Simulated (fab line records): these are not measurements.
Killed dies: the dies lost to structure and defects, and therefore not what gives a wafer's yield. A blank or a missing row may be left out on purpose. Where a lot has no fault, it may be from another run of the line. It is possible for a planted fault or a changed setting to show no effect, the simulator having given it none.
Which tool is to blame? ; flow n5_finfet ; Sampling: 23 lots, 69 wafers, 4 of 1938 route steps

WHAT THE GAUGES SHOWED, per wafer
N5_BEOL_M5_INSPECT_13: inspects for defects (brightfield). Usual: 384 for raw_defect_count, sd 86.
lot;measured;on;raw_defect_count;flag
L074;day 7 16:28;defect_inspect-01;301 327 368;
L076;day 8 09:15;defect_inspect-01;390 376 425;
L075;day 8 10:46;defect_inspect-02;362 414 528;
L077;day 8 17:00;defect_inspect-02;428 330 274;
L078;day 9 00:35;defect_inspect-02;490 613 454;
L079;day 9 06:41;defect_inspect-02;269 339 321;
L080;day 9 12:02;defect_inspect-01;439 497 534;
L081;day 9 13:29;defect_inspect-02;410 421 472;
L082;day 9 19:16;defect_inspect-02;355 368 250;
L083;day 10 03:26;defect_inspect-02;366 350 280;
L084;day 10 11:45;defect_inspect-02;404 360 366;
L085;day 10 15:10;defect_inspect-01;276 228 271;
L086;day 10 22:31;defect_inspect-01;338 319 418;
L087;day 11 08:01;defect_inspect-01;289 368 353;
L088;day 11 14:58;defect_inspect-01;352 344 347;
L089;day 11 15:12;defect_inspect-01;394 448 338;
L090;day 11 21:47;defect_inspect-02;438 434 463;
L091;day 11 23:07;defect_inspect-01;475 421 496;
L093;day 12 16:50;defect_inspect-02;434 541 496;
L094;day 13 00:53;defect_inspect-02;388 369 597;
L095;day 13 09:41;defect_inspect-01;282 321 267;
L097;day 13 16:44;defect_inspect-01;255 339 207;
L096;day 13 18:02;defect_inspect-01;241 275 274;

WHICH TOOL RAN EACH LOT (tool, then ch and the chambers of the sampled wafers, then the start)
lot;N5_BEOL_M4_TRENCH_ETCH_37;N5_BEOL_M4_SPUTTER_96;N5_BEOL_M4_CMP_52
L074;rie_diel-03 ch 0,1,2, day 7 11:22 or earlier;pvd_sputter-01, day 7 11:22;cmp-01 ch 1,2,3, day 7 11:51
L076;rie_diel-03 ch 1,2,3, day 8 04:05 or earlier;pvd_sputter-02, day 8 04:05;cmp-01 ch 1,2,3, day 8 04:37
L075;rie_diel-03 ch 1,2,3, day 8 06:39 or earlier;pvd_sputter-01, day 8 06:39;cmp-03 ch 0,3, day 8 07:20
L077;rie_diel-04 ch 0,2,3, day 8 11:58 or earlier;pvd_sputter-03, day 8 11:58;cmp-02 ch 0,1,2, day 8 12:36
L078;rie_diel-03 ch 0,2,3, day 8 21:15 or earlier;pvd_sputter-01, day 8 21:15;cmp-01 ch 0,3, day 8 21:44
L079;rie_diel-01 ch 1,2,3, day 9 02:41 or earlier;pvd_sputter-03, day 9 02:41;cmp-01 ch 0,1,3, day 9 03:23
L080;rie_diel-01 ch 0,1,2, day 9 07:56 or earlier;pvd_sputter-01, day 9 07:56;cmp-03 ch 0,1,2, day 9 08:26
L081;rie_diel-01 ch 0,1, day 9 09:28 or earlier;pvd_sputter-02, day 9 09:28;cmp-03 ch 0,3, day 9 10:10
L082;rie_diel-01 ch 0,2, day 9 15:42 or earlier;pvd_sputter-01, day 9 15:42;cmp-01 ch 0,1,2, day 9 16:36
L083;rie_diel-03 ch 0,2,3, day 9 22:58 or earlier;pvd_sputter-03, day 9 22:58;cmp-02 ch 1,2,3, day 9 23:30
L084;rie_diel-01 ch 0,1,2, day 10 07:04 or earlier;pvd_sputter-01, day 10 07:04;cmp-02 ch 0,3, day 10 07:35
L085;rie_diel-01 ch 0,1, day 10 10:38 or earlier;pvd_sputter-02, day 10 10:38;cmp-01 ch 1,3, day 10 11:07
L086;rie_diel-01 ch 1,2,3, day 10 17:49 or earlier;pvd_sputter-01, day 10 17:49;cmp-02 ch 0,1,2, day 10 18:36
L087;rie_diel-03 ch 0,2, day 11 03:16 or earlier;pvd_sputter-02, day 11 03:16;cmp-02 ch 0,1,3, day 11 03:47
L088;rie_diel-03 ch 0,2, day 11 10:12 or earlier;pvd_sputter-01, day 11 10:12;cmp-03 ch 0,1,2, day 11 10:44
L089;rie_diel-01 ch 1,3, day 11 10:22 or earlier;pvd_sputter-03, day 11 10:22;cmp-02 ch 0,2,3, day 11 10:53
L090;rie_diel-03 ch 0,2,3, day 11 17:46 or earlier;pvd_sputter-02, day 11 17:46;cmp-03 ch 1,2,3, day 11 18:23
L091;rie_diel-04 ch 0,1,2, day 11 18:47 or earlier;pvd_sputter-01, day 11 18:47;cmp-02 ch 1,2, day 11 19:17
L093;rie_diel-01 ch 0,3, day 12 13:02 or earlier;pvd_sputter-03, day 12 13:02;cmp-01 ch 1,2,3, day 12 13:37
L094;rie_diel-01 ch 0,3, day 12 20:20 or earlier;pvd_sputter-02, day 12 20:20;cmp-01 ch 1,2, day 12 20:52
L095;rie_diel-04 ch 0,3, day 13 06:15 or earlier;pvd_sputter-03, day 13 06:15;cmp-02 ch 0,2,3, day 13 06:47
L097;rie_diel-04 ch 0,1,3, day 13 11:37 or earlier;pvd_sputter-01, day 13 11:37;cmp-01 ch 0,1,3, day 13 12:11
L096;rie_diel-04 ch 0,2, day 13 14:49 or earlier;pvd_sputter-01, day 13 14:49;cmp-03 ch 1,2,3, day 13 15:23
- N5_BEOL_M4_TRENCH_ETCH_37: etches SiOC in C4F6/O2, target depth 55.555 nm, time 29.2 s.
- N5_BEOL_M4_SPUTTER_96: material Cu, target thk 4.5 nm, time 8.29 s.
- N5_BEOL_M4_CMP_52: polishes, stops on SiOC, t overpolish 6.8 s, target thk 40 nm.

WHAT THE TOOLS THEMSELVES READ (means of the sampled wafers that have a number; where no wafer has one, the mark that the record gives instead)
N5_BEOL_M4_TRENCH_ETCH_37. Usual: drypump_motor_current_A 5.7 A, standard deviation 0.48; oes_ar_750_au 0.77 a.u., standard deviation 0.078; oes_product_au 0.78 a.u., standard deviation 0.082; rf_vpp_V 675 V, standard deviation 19; showerhead_plenum_p_Torr 2.90 Torr, standard deviation 0.11; throttle_valve_pct 20.93 %, standard deviation 0.19.
lot;tool;drypump_motor_current_A (A);oes_ar_750_au (a.u.);oes_product_au (a.u.);rf_vpp_V (V);showerhead_plenum_p_Torr (Torr);throttle_valve_pct (%);flag
L074;rie_diel-03;5.8;0.80;0.81;674;2.90;20.84;
L076;rie_diel-03;5.6;0.78;0.80;686;2.90;20.92;
L075;rie_diel-03;5.6;0.78;0.80;685;2.90;20.93;
L077;rie_diel-04;5.2;0.80;0.80;668;2.93;20.92;
L078;rie_diel-03;6.0;0.72;0.73;679;2.87;21.09;
L079;rie_diel-01;5.5;0.79;0.80;677;2.90;20.88;
L080;rie_diel-01;5.8;0.83;0.82;663;2.89;20.84;
L081;rie_diel-01;6.3;0.79;0.78;664;2.85;20.79;
L082;rie_diel-01;6.0;0.85;0.86;666;2.95;20.84;
L083;rie_diel-03;6.0;0.71;0.71;679;2.86;21.11;
L084;rie_diel-01;5.8;0.81;0.80;662;2.88;20.87;
L085;rie_diel-01;6.3;0.77;0.77;663;2.84;20.82;
L086;rie_diel-01;5.5;0.77;0.78;677;2.89;20.92;
L087;rie_diel-03;6.1;0.73;0.74;668;2.79;20.94;
L088;rie_diel-03;6.2;0.71;0.71;669;2.85;21.06;
L089;rie_diel-01;5.7;0.71;0.71;692;2.86;20.91;
L090;rie_diel-03;6.0;0.70;0.70;680;2.85;21.14;
L091;rie_diel-04;5.5;0.86;0.87;664;2.95;20.85;
L093;rie_diel-01;6.0;0.73;0.74;696;2.91;20.90;
L094;rie_diel-01;6.2;0.75;0.75;681;2.90;20.86;
L095;rie_diel-04;5.4;0.78;0.79;662;2.93;21.01;
L097;rie_diel-04;5.5;0.80;0.80;654;2.84;20.95;
L096;rie_diel-04;5.3;0.81;0.82;678;3.02;20.86;

N5_BEOL_M4_SPUTTER_96. Usual: 29.7 % for throttle_valve_pct, sd 0.9.
lot;tool;throttle_valve_pct (%);flag
L074;pvd_sputter-01;30.3;
L076;pvd_sputter-02;29.5;
L075;pvd_sputter-01;29.0;
L077;pvd_sputter-03;29.7;
L078;pvd_sputter-01;29.6;
L079;pvd_sputter-03;29.5;
L080;pvd_sputter-01;29.6;
L081;pvd_sputter-02;29.4;
L082;pvd_sputter-01;30.4;
L083;pvd_sputter-03;30.3;
L084;pvd_sputter-01;29.4;
L085;pvd_sputter-02;30.1;
L086;pvd_sputter-01;30.3;
L087;pvd_sputter-02;29.7;
L088;pvd_sputter-01;30.4;
L089;pvd_sputter-03;28.9;
L090;pvd_sputter-02;30.3;
L091;pvd_sputter-01;29.8;
L093;pvd_sputter-03;30.1;
L094;pvd_sputter-02;29.3;
L095;pvd_sputter-03;29.2;
L097;pvd_sputter-01;29.8;
L096;pvd_sputter-01;29.8;

N5_BEOL_M4_CMP_52. Usual: barrier_field_endpoint_s 24.2 s, standard deviation 0.72; edge_zone_pressure_frac 1.000, standard deviation 0.0047; motor_current_A 6.2 A, standard deviation 0.86; overpolish_run_s 6.797 s, standard deviation 0.0091; time_to_endpoint_s 61 s, standard deviation 3.7.
lot;tool;barrier_field_endpoint_s (s);edge_zone_pressure_frac;motor_current_A (A);overpolish_run_s (s);time_to_endpoint_s (s);flag
L074;cmp-01;23.5;0.995;5.7;6.789;57;
L076;cmp-01;24.4;0.997;5.8;6.790;62;
L075;cmp-03;24.4;0.998;5.3;6.804;60;
L077;cmp-02;24.4;1.000;6.2;6.804;64;
L078;cmp-01;24.4;0.993;6.0;6.792;61;
L079;cmp-01;23.4;1.001;5.7;6.791;59;
L080;cmp-03;25.0;0.999;6.7;6.788;65;
L081;cmp-03;23.7;0.996;5.5;6.803;59;
L082;cmp-01;24.2;0.999;6.4;6.812;64;
L083;cmp-02;24.1;0.999;6.4;6.797;62;
L084;cmp-02;24.4;0.997;6.6;6.806;59;
L085;cmp-01;22.8;0.995;5.5;6.789;55;
L086;cmp-02;24.1;1.001;6.3;6.805;63;
L087;cmp-02;24.8;1.000;7.0;6.802;65;
L088;cmp-03;24.9;0.999;6.6;6.799;62;
L089;cmp-02;24.4;0.998;5.9;6.788;63;
L090;cmp-03;23.9;1.007;6.8;6.794;61;
L091;cmp-02;24.7;0.996;6.0;6.800;63;
L093;cmp-01;23.7;1.001;5.7;6.790;59;
L094;cmp-01;23.7;1.001;5.7;6.798;58;
L095;cmp-02;23.8;0.998;6.1;6.797;61;
L097;cmp-01;23.9;1.003;6.0;6.800;62;
L096;cmp-03;23.2;0.999;6.6;6.798;56;

THE ANSWER, worked out from the rows above alone
Rule: take the mean of a lot's wafers that have a number; if it is more than 3 standard deviations from the usual mean, the lot is off. A lot without any number at a reading at which 4 lots or more have one is off too. The other lots that the step has rows for count as sound. First the gauges in route order, then the tools' own readings, where a lot's mean is used as printed above. At the first step where some lot is off, the reading lying furthest off is the one used; lots without a number count as furthest.
No lot is off at any reading shown: from this, nothing can be told.

WHAT HAD BEEN PUT IN BY THE SIMULATOR
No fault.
